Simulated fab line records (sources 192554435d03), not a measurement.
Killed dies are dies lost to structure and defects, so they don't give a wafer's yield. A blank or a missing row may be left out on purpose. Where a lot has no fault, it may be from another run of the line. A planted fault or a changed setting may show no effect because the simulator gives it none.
Lot-split experiment	flow n5_finfet	route with 1938 steps; 7 lots, 39 wafers read

== THE SPLIT ==
At N5_BEOL_M3_ILD_DEP_00 (deposits SiOC from DEMS/O2, target thk 79 nm, time 15.3 s), the setting target_thk_a was moved away from the recipe's 790 angstrom on 12 of the 39 wafers read, by -35.6% to +58.4%. The other wafers ran this setting at the recipe's value.

Split to reading: the file shows no intervening step.

== THE READING ==
At N5_BEOL_M3_THK_MEAS_01: M3_ILD_THK, given in nm. Typical for fault-free wafers on this fab line: 79.4 nm, with standard deviation 1.2 nm.

wafer	tool, chamber at the split	target_thk_a as run, angstrom	against the recipe	M3_ILD_THK, nm	against lot-mates on the recipe
L078.1	pecvd-02, 2	790	recipe	78.3	-
L078.2	pecvd-02, 0	508.7	-35.6%	51.7	-27.7
L078.3	pecvd-02, 1	508.7	-35.6%	50.5	-28.9
L078.4	pecvd-02, 0	790	recipe	78.7	-
L078.5	pecvd-02, 1	790	recipe	81.1	-
L078.6	pecvd-02, 2	508.7	-35.6%	51.9	-27.5
L081.1	pecvd-04, 1	790	recipe	77.6	-
L081.2	pecvd-04, 0	650.7	-17.6%	66.0	-12.7
L081.3	pecvd-04, 2	650.7	-17.6%	64.2	-14.5
L081.4	pecvd-04, 2	650.7	-17.6%	64.4	-14.3
L081.5	pecvd-04, 0	790	recipe	79.6	-
L081.6	pecvd-04, 1	790	recipe	79.0	-
L083.2	pecvd-02, 0	790	recipe	79.3	-
L083.4	pecvd-02, 1	790	recipe	80.0	-
L083.5	pecvd-02, 2	790	recipe	81.3	-
L086.1	pecvd-04, 1	1251	+58.4%	123.9	+44.5
L086.2	pecvd-04, 0	790	recipe	79.3	-
L086.3	pecvd-04, 2	1251	+58.4%	125.6	+46.2
L086.4	pecvd-04, 1	790	recipe	79.0	-
L086.5	pecvd-04, 2	790	recipe	79.9	-
L086.6	pecvd-04, 0	1251	+58.4%	126.9	+47.5
L089.1	pecvd-02, 0	790	recipe	78.4	-
L089.2	pecvd-02, 1	790	recipe	79.0	-
L089.3	pecvd-02, 2	790	recipe	78.7	-
L089.4	pecvd-02, 1	790	recipe	80.1	-
L089.5	pecvd-02, 2	790	recipe	80.3	-
L089.6	pecvd-02, 0	790	recipe	78.0	-
L095.1	pecvd-04, 0	1122	+42.0%	110.3	+31.5
L095.2	pecvd-04, 2	790	recipe	78.3	-
L095.3	pecvd-04, 1	1122	+42.0%	110.8	+32.0
L095.4	pecvd-04, 1	790	recipe	78.6	-
L095.5	pecvd-04, 0	790	recipe	79.4	-
L095.6	pecvd-04, 2	1122	+42.0%	112.9	+34.1
L096.1	pecvd-02, 2	790	recipe	78.8	-
L096.2	pecvd-02, 1	790	recipe	81.0	-
L096.3	pecvd-02, 0	790	recipe	79.3	-
L096.4	pecvd-02, 1	790	recipe	82.0	-
L096.5	pecvd-02, 0	790	recipe	82.1	-
L096.6	pecvd-02, 2	790	recipe	81.4	-

FIT RESULTS
A straight line over all 39 wafers: M3_ILD_THK changes by +0.783 nm for each +1% of target_thk_a; r = +1.00; the points scatter about the line by 1.2 nm.
The same after taking each lot's own level away (the mean of its wafers on the recipe; 39 wafers): +0.785 nm for each +1%; r = +1.00; scatter 0.99 nm.
The reading moves by 46 nm for the largest change in target_thk_a, on that fit.
Measured against the standard deviation above, the lots' own levels, which go from 78.73 to 80.77 nm, span 1.7 times it.
So the lot-to-lot level changes the slope little: the two slopes agree.
Check: for one of the wafers moved furthest among these (+58.4%), held out of the fit, the line's prediction against its lot-mates is +46.1 nm. Against them it came out at +44.5 nm.

== ADDITIONAL SPLITS CARRIED BY THESE WAFERS ==
Other splits were also applied to these wafers ahead of the reading. Each is held against what the fit with the lots' levels taken away leaves over:
other split on the same wafers	wafers away from the commonest value	r with M3_ILD_THK (lot level and that fit taken away)
N5_PMOS_HMC_CHANNEL_EPI_DEVELOP_08 develop_time_s	18	-0.03
N5_MOL_CONTACT_COAG_VIA_ETCH_46 target_depth_a	18	+0.07
N5_BEOL_M0_SAQP_ILD_DEP_01 time_s	12	+0.38
N5_BEOL_M2_VIA_ETCH_34 target_depth_a	18	+0.01

== THE WHOLE CHAIN: every reading that the file lists as answering this split, in the file's order ==
step	what it does	reading	change (the file's fit)	r (the file's)
N5_BEOL_M3_ILD_DEP_00	deposits SiOC from DEMS/O2, target thk 79 nm, time 15.3 s	SiOC_of_BEOL_M3_ILD_DEP_00.thk_nm (the simulator's own value, which no gauge read)	+0.784 nm for each +1% of the setting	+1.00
N5_BEOL_M3_THK_MEAS_01		M3_ILD_THK	+0.785 for each +1% of the setting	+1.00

== FILE'S OWN FIT ==
M3_ILD_THK changes by +0.785 nm for each +1% of target_thk_a, r = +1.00.
